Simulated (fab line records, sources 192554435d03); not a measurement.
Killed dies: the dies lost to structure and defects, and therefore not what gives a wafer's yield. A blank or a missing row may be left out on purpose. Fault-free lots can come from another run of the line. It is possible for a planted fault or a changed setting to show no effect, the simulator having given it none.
Matching of chambers -- flow n5-finfet -- N5_BEOL_M8_STRIP_36 on rie-diel-02 has 4 sister chambers
The step strips in N2/H2. 4 wafers are shown with their chamber, then 11 later ones without.

## EACH WAFER AND ITS CHAMBER
wafer,chamber,showerhead-plenum-p-Torr (Torr)
L078.3,2,2.42
L087.3,3,2.47
L088.5,1,2.60
L089.3,0,2.54

## WAFERS MISSING THEIR CHAMBER
wafer,showerhead-plenum-p-Torr (Torr)
L089.5,2.59
L089.6,2.40
L092.2,2.59
L092.3,2.40
L092.4,2.54
L096.3,2.59
L096.5,2.46
L096.6,2.40
L097.1,2.46
L097.4,2.59
L097.5,2.53

## WHICH CHAMBER EACH ONE RAN IN
wafer,from the rows above,in truth
L089.5,1,1
L089.6,2,2
L092.2,1,1
L092.3,2,2
L092.4,0,0
L096.3,1,1
L096.5,3,3
L096.6,2,2
L097.1,3,3
L097.4,1,1
L097.5,0,0
11 of 11 placed correctly. Left unplaced by these rows: 0. Number placed wrongly: 0.
How it was worked out, from the rows above alone: a wafer's distance from a chamber is the root of the sum, over the readings, of the square of ((its reading less the chamber's mean) divided by the reading's scatter). The wafer belongs to the nearest chamber; if the next one is less than 2 further off, it can't be placed. Each chamber's mean is taken over the wafers shown for it. The scatter (one wafer shown for each chamber): square how far every hidden wafer sits from the nearest shown wafer, average those squares and take the square root.
